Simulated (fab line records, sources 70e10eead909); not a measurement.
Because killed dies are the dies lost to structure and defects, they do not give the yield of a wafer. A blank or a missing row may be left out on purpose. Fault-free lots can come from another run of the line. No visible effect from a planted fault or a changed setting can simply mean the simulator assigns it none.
Struck lot and sound lot, side by side + flow nand_harc + 31 out of 1159 route steps
Sound: the wafers L820.3, L820.4, L820.6. Wafers L807.3, L807.4, L807.5 were the ones struck. The cause is given at the end.
For every step that has rows: the tool of each side, followed by ch and its chambers, followed by its first start. Under that, the readings that differ: sound wafers + struck wafers + difference of the means + sigmas: that difference in standard deviations of wafers without a fault.
alike: readings whose means differ by less than 2 such deviations, and words and numbers that are the same on both sides. not compared: withheld readings, readings that some wafer has no value for, bounds like >300 that may hide the same value, and numbers for which the record gives no deviation and whose values overlap.
Wherever a step has rows on one side only, a row that says differs or no value, or a row with sigmas, the two part there. When numbers do not overlap yet have no deviation, they are printed without sigmas and do not part them. A reading that every wafer of one side lacks parts them only if that side has two wafers or more.

first, 10 steps without rows for these wafers: NHARC_A_SGD_CUT_PRECLEAN_18 (cleans in SC1); NHARC_A_SGD_CUT_SRD_19; NHARC_A_SGD_CUT_DEP_20 (deposits SiO2, target thk 150 nm); NHARC_A_SGD_CUT_ANNEAL_27 (time 1800 s); NHARC_A_SGD_CUT_CMP_21 (polishes, target thk 148.19 nm); NHARC_A_SGD_CUT_SRD_23; NHARC_A_SGD_CUT_ETCH_26 (etches SiO2 in dHF, target depth 45.8 nm); NHARC_A_SGD_CUT_ETCHBACK_24 (etches the open film in CH3F/O2, target depth 50 nm, time 92.857 s); NHARC_A_SGD_CUT_STRIP_28 (strips in O2, time 20 s); NHARC_A_SLIT_DEP_25 (deposits SiO2, target thk 200 nm).
NHARC_A_SLIT_DEP_00: deposits aC, target thk 3200 nm.
  sound on acl_dep-02 ch 0, day 18 19:19; struck on acl_dep-02 ch 0, day 15 03:41
  alike: throttle_valve_pct
then, 19 steps without rows for these wafers: NHARC_A_SLIT_DEP_23 (deposits SiON, target thk 100 nm); NHARC_A_SLIT_DEHYDRATE_01 (time 120 s); NHARC_A_SLIT_HMDS_02 (time 30 s); NHARC_A_SLIT_COAT_03 (resist thk 90 nm); NHARC_A_SLIT_SOFTBAKE_04 (time 55 s); NHARC_A_SLIT_EBR_05; NHARC_A_SLIT_EXPOSE_06 (exposes mask SLIT); NHARC_A_SLIT_PEB_07 (peb time 65 s); NHARC_A_SLIT_DEVELOP_08 (develop time 35 s); NHARC_A_SLIT_DESCUM_14 (chemistry O2, time 3 s); NHARC_A_SLIT_ETCH_24 (etches the open film in CF4/CHF3, target depth 121 nm, time 60.5 s); NHARC_A_SLIT_ETCH_15 (etches the open film in O2/COS, target depth 3200 nm, time 832 s); NHARC_A_SLIT_ETCH_17 (etches the open film in C4F8/O2/Ar, time 1687.5 s, target depth 10100 nm); NHARC_A_SLIT_ETCH_26 (etches the open film in C4F8/O2/Ar, time 90 s, target depth 400 nm); NHARC_A_SLIT_STRIP_28 (strips in O2/COS); NHARC_A_SLIT_ETCH_29 (etches the open film in CF4/O2, target depth 100 nm, overetch 10 nm, time 55 s); NHARC_A_SLIT_STRIP_18 (strips in O2); NHARC_A_SLIT_PRECLEAN_19 (cleans in SC1); NHARC_A_SLIT_SRD_20.
-- record jumps: 6 days between struck wafers' starts before vs after; left off in module A_SLIT, resumes in module END, first step shown is number 1159 of the route --
NHARC_END_SORT_01:
  sound on prober-02 ch 0, day 24 18:55; struck on prober-01 ch 0, day 21 01:50
| reading         | sound    | struck      | difference | sigmas |
|-----------------|----------|-------------|------------|--------|
| killed_at_array | 29 36 33 | 671 664 660 | +632       | +57    |
| killed_at_other | 1 0 0    | 1 3 5       | +3         | +2     |
| killed_dies     | 36 39 37 | 675 673 674 | +637       | +58    |
  alike: killed_at_periphery, killed_open, killed_short

WHERE THEY PART
NHARC_END_SORT_01 only, going by this record.

WHY: what the simulator had put in
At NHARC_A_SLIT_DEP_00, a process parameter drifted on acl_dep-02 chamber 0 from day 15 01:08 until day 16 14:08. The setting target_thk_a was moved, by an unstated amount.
